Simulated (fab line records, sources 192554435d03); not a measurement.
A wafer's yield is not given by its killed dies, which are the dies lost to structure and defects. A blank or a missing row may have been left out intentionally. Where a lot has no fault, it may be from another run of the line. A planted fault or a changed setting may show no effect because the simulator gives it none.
Which tool did it? + flow n5-finfet + Sampling: 14 lots, 42 wafers, 3 of 1938 route steps

== WHAT THE GAUGES SHOWED, per wafer ==
N5_PASSIVATION_OVL_MEAS_60. Usual: TV_OVL typically reads 2 nm, with standard deviation 5.6.
| lot  | measured     | on         | TV_OVL (nm) | flag |
|------|--------------|------------|-------------|------|
| L768 | day 11 16:07 | overlay-02 | 6 1 2       |      |
| L769 | day 12 05:40 | overlay-02 | 8 3 -1      |      |
| L773 | day 12 22:01 | overlay-02 | - - -       | OFF  |
| L772 | day 12 23:55 | overlay-02 | - - -       | OFF  |
| L776 | day 13 20:20 | overlay-02 | 7 -3 4      |      |
| L777 | day 14 00:49 | overlay-02 | 6 -2 3      |      |
| L780 | day 14 14:51 | overlay-01 | 1 -5 0      |      |
| L781 | day 15 06:02 | overlay-01 | -4 -4 -6    |      |
| L783 | day 15 21:07 | overlay-01 | 4 0 11      |      |
| L785 | day 16 02:23 | overlay-02 | 6 -6 2      |      |
| L784 | day 16 18:05 | overlay-02 | 7 1 5       |      |
| L786 | day 17 02:08 | overlay-02 | 6 4 9       |      |
| L788 | day 17 09:13 | overlay-02 | 6 11 6      |      |
| L790 | day 18 05:29 | overlay-02 | 9 -1 -8     |      |

== WHICH TOOL RAN EACH LOT (tool, then ch and the chambers of the sampled wafers, then the start) ==
| lot  | N5_PASSIVATION_PECVD_55         | N5_PASSIVATION_EXPOSE_07          |
|------|---------------------------------|-----------------------------------|
| L768 | pecvd-04 ch 0,1, day 11 13:18   | krf-scanner-01 ch 0, day 11 15:55 |
| L769 | pecvd-01 ch 0,1, day 12 05:14   | krf-scanner-01 ch 0, day 12 05:28 |
| L773 | pecvd-03 ch 1,2, day 12 21:23   | krf-scanner-01, day 12 21:48      |
| L772 | pecvd-01 ch 1,2, day 12 21:36   | krf-scanner-01, day 12 23:43      |
| L776 | pecvd-04 ch 0,2, day 13 19:17   | krf-scanner-02 ch 0, day 13 20:08 |
| L777 | pecvd-01 ch 0,1,2, day 14 00:23 | krf-scanner-02 ch 0, day 14 00:36 |
| L780 | pecvd-04 ch 1,2, day 14 14:17   | krf-scanner-01 ch 0, day 14 14:39 |
| L781 | pecvd-01 ch 0,1,2, day 15 05:17 | krf-scanner-01 ch 0, day 15 05:50 |
| L783 | pecvd-04 ch 1,2, day 15 19:11   | krf-scanner-02 ch 0, day 15 20:55 |
| L785 | pecvd-04 ch 1,2, day 16 00:38   | krf-scanner-02 ch 0, day 16 02:11 |
| L784 | pecvd-04 ch 0,2, day 16 17:24   | krf-scanner-01 ch 0, day 16 17:52 |
| L786 | pecvd-04 ch 0,2, day 17 01:23   | krf-scanner-01 ch 0, day 17 01:56 |
| L788 | pecvd-03 ch 0,1,2, day 17 07:44 | krf-scanner-01 ch 0, day 17 09:01 |
| L790 | pecvd-03 ch 0,1,2, day 18 04:55 | krf-scanner-01 ch 0, day 18 05:17 |
- N5_PASSIVATION_PECVD_55: deposits SiO2 from SiH4/N2O, target thk 400 nm, time 22.5 s.
- N5_PASSIVATION_EXPOSE_07: exposes mask TV, defocus 0 nm, target cd 3000 nm.

== WHAT THE TOOLS THEMSELVES READ (means of the sampled wafers that have a number; where no wafer has one, the mark that the record gives instead) ==
N5_PASSIVATION_PECVD_55. Usual: heater-power-w 710 W, standard deviation 100; showerhead-plenum-p-Torr 8.21 Torr, standard deviation 0.073; throttle-valve-pct 52 %, standard deviation 3.1.
| lot  | tool     | heater-power-w (W) | showerhead-plenum-p-Torr (Torr) | throttle-valve-pct (%) | flag |
|------|----------|--------------------|---------------------------------|------------------------|------|
| L768 | pecvd-04 | 725                | 8.16                            | 55                     |      |
| L769 | pecvd-01 | 781                | 8.21                            | 52                     |      |
| L773 | pecvd-03 | 672                | 8.15                            | 49                     |      |
| L772 | pecvd-01 | 717                | 8.22                            | 52                     |      |
| L776 | pecvd-04 | 603                | 8.25                            | 51                     |      |
| L777 | pecvd-01 | 793                | 8.21                            | 51                     |      |
| L780 | pecvd-04 | 778                | 8.14                            | 53                     |      |
| L781 | pecvd-01 | 776                | 8.19                            | 51                     |      |
| L783 | pecvd-04 | 778                | 8.13                            | 52                     |      |
| L785 | pecvd-04 | 667                | 8.18                            | 51                     |      |
| L784 | pecvd-04 | 649                | 8.25                            | 52                     |      |
| L786 | pecvd-04 | 705                | 8.25                            | 52                     |      |
| L788 | pecvd-03 | 652                | 8.23                            | 50                     |      |
| L790 | pecvd-03 | 670                | 8.22                            | 51                     |      |

N5_PASSIVATION_EXPOSE_07. Usual: exposure-dose-mJ-cm2 22.754, standard deviation 0.02; focus-offset-nm 0.1 nm, standard deviation 0.46.
| lot  | tool           | exposure-dose-mJ-cm2 | focus-offset-nm (nm) | flag |
|------|----------------|----------------------|----------------------|------|
| L768 | krf-scanner-01 | 22.730               | 0.6                  |      |
| L769 | krf-scanner-01 | 22.756               | -0.2                 |      |
| L773 | krf-scanner-01 | -                    | -                    | OFF  |
| L772 | krf-scanner-01 | -                    | -                    | OFF  |
| L776 | krf-scanner-02 | 22.776               | -0.3                 |      |
| L777 | krf-scanner-02 | 22.760               | 0.3                  |      |
| L780 | krf-scanner-01 | 22.773               | -0.0                 |      |
| L781 | krf-scanner-01 | 22.739               | -0.0                 |      |
| L783 | krf-scanner-02 | 22.754               | 0.5                  |      |
| L785 | krf-scanner-02 | 22.763               | 0.3                  |      |
| L784 | krf-scanner-01 | 22.756               | 0.5                  |      |
| L786 | krf-scanner-01 | 22.760               | 0.5                  |      |
| L788 | krf-scanner-01 | 22.745               | -0.3                 |      |
| L790 | krf-scanner-01 | 22.773               | -0.1                 |      |

== THE ANSWER, worked out from the rows above alone ==
Rule: lot off if the mean of its wafers having a number is beyond 3 standard deviations from the usual mean. Also off: a lot with no number at a reading for which 4 or more lots have one. Any other lot the step has rows for is counted as sound. The gauges are gone through in route order, then the tools' own readings, and for those a lot's mean is taken as printed above. The first step at which some lot is off is used, and at that step the reading that is off furthest; a lot without a number counts as furthest.
Off: L773, L772, seen at N5_PASSIVATION_OVL_MEAS_60 (TV_OVL). Without a number there: L773, L772.
A tool fits if, at a process step before that reading, it ran every lot that is off, and no sound lot after the first of them. Not tried: the gauges at N5_PASSIVATION_OVL_MEAS_60; whatever is off there is also off at N5_PASSIVATION_EXPOSE_07, on other tools, and gauge error can't account for it. Not one of the candidates tried fits.

== WHAT THE SIMULATOR HAD PUT IN ==
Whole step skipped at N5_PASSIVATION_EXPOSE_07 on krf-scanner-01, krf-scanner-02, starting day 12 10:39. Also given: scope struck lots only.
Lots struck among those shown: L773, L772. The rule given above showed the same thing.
